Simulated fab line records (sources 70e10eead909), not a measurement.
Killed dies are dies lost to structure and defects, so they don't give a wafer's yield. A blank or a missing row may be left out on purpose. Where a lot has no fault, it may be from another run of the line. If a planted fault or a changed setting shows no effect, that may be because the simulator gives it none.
Matching of chambers :: flow nandHarc :: 4 sister chambers for NHARC_P_CONTACT_CMP_01 on cmp-01
The step polishes SiO2, target thk 200 nm. 4 wafers are shown with their chamber, then 7 later ones without.

EACH WAFER AND ITS CHAMBER
wafer: L087.3
chamber: 1
motorCurrentA (A): 11.7

wafer: L089.4
chamber: 3
motorCurrentA (A): 10.8

wafer: L090.2
chamber: 0
motorCurrentA (A): 12.7

wafer: L090.3
chamber: 2
motorCurrentA (A): 11.0

WAFERS WITHOUT THEIR CHAMBER
wafer: L090.6
motorCurrentA (A): 11.7

wafer: L093.2
motorCurrentA (A): 10.8

wafer: L093.3
motorCurrentA (A): 12.5

wafer: L093.5
motorCurrentA (A): 10.7

wafer: L097.1
motorCurrentA (A): 10.7

wafer: L097.4
motorCurrentA (A): 11.3

wafer: L097.6
motorCurrentA (A): 13.1

CHAMBER TAKEN BY EACH
wafer: L090.6
from the rows above: 1
in truth: 1

wafer: L093.2
from the rows above: can't be placed: 3 or 2
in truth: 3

wafer: L093.3
from the rows above: 0
in truth: 0

wafer: L093.5
from the rows above: can't be placed: 3 or 2
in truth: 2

wafer: L097.1
from the rows above: can't be placed: 3 or 2
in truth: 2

wafer: L097.4
from the rows above: can't be placed: 2 or 1 or 3
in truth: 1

wafer: L097.6
from the rows above: 0
in truth: 0
3 of 7 placed correctly. From these rows, 4 cannot be placed; in 4 the true chamber is one of the candidates. Placed wrongly: 0.
How it was worked out, from the rows above alone: a wafer's distance from a chamber is the root of the sum, over the readings, of the square of ((its reading less the chamber's mean) divided by the reading's scatter). If the next closest chamber is less than 2 further off than the closest, the wafer can't be placed; otherwise it belongs to the closest. The mean given for a chamber averages the wafers shown for that chamber. The scatter (one wafer shown for each chamber): square how far every hidden wafer sits from the nearest shown wafer, average those squares and take the square root.
